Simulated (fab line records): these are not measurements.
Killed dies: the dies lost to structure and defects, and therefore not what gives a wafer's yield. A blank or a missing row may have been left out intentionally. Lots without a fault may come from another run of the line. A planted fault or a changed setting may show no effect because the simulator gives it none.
Matching of chambers    flow n5Finfet    N5_BEOL_M4_PECVD_72 on pecvd-01: 3 sister chambers
The step deposits SiO2 from TEOS/O2, target thk 16 nm, time 18 s. 3 wafers are shown with their chamber, then 7 later ones without.

== WAFERS WITH THEIR CHAMBER ==
wafer   chamber  throttleValvePct (%)
L091.6  2        22.5
L093.1  0        23.9
L093.2  1        21.7

== WAFERS WITHOUT THEIR CHAMBER ==
wafer   throttleValvePct (%)
L093.5  22.0
L097.1  22.4
L097.4  22.3
L097.6  21.7
L096.2  21.6
L096.5  23.8
L096.6  21.8

== EACH ONE'S CHAMBER ==
wafer   from the rows above      in truth
L093.5  can't be placed: 1 or 2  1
L097.1  2                        2
L097.4  2                        2
L097.6  1                        1
L096.2  1                        1
L096.5  0                        0
L096.6  1                        1
6 of 7 placed correctly. These rows do not allow placing 1 (true chamber among the candidates in 1). 0 placed wrongly.
How it was worked out, from the rows above alone: a wafer's distance from a chamber is the root of the sum, over the readings, of the square of ((its reading less the chamber's mean) divided by the reading's scatter). The wafer belongs to the nearest chamber; if the next one is less than 2 further off, it can't be placed. Each chamber's mean is taken over the wafers shown for it. The scatter: with one shown wafer a chamber, the root of the mean of the squares of how far each hidden wafer lies from its nearest shown one.
